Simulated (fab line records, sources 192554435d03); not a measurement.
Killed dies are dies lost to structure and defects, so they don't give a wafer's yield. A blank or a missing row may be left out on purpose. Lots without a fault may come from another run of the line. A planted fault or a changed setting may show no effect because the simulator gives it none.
Chamber matching | flow n5_finfet | N5_BEOL_M5_ALD_86 on ald_metal-04: 4 sister chambers
The step deposits TaN, pulse time 2 s, purge time 3 s, co reactant purge time 2 s. 4 wafers are shown with their chamber, then 11 later ones without.

WAFERS WITH THEIR CHAMBER
wafer  | chamber | heater_power_w (W)
L083.5 | 1       | 565
L088.4 | 3       | 378
L088.6 | 2       | 465
L087.2 | 0       | 400

WAFERS WITHOUT THEIR CHAMBER
wafer  | heater_power_w (W)
L087.3 | 373
L087.4 | 450
L091.1 | 558
L091.2 | 399
L091.5 | 403
L093.1 | 364
L093.2 | 476
L093.3 | 561
L092.1 | 390
L092.2 | 406
L092.3 | 559

WHICH CHAMBER EACH WENT THROUGH
wafer  | from the rows above     | in truth
L087.3 | 3                       | 3
L087.4 | 2                       | 2
L091.1 | 1                       | 1
L091.2 | 0                       | 0
L091.5 | 0                       | 0
L093.1 | 3                       | 3
L093.2 | 2                       | 2
L093.3 | 1                       | 1
L092.1 | can't be placed: 0 or 3 | 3
L092.2 | 0                       | 0
L092.3 | 1                       | 1
Placed correctly: 10 of 11. Can't be placed from these rows: 1 (the true chamber is among the candidates in 1). Placed wrongly: 0.
How it was worked out, from the rows above alone: a wafer's distance from a chamber is the root of the sum, over the readings, of the square of ((its reading less the chamber's mean) divided by the reading's scatter). The wafer belongs to the nearest chamber; if the next one is less than 2 further off, it can't be placed. A chamber's mean is the mean of its shown wafers. The scatter: with one shown wafer a chamber, the root of the mean of the squares of how far each hidden wafer lies from its nearest shown one.
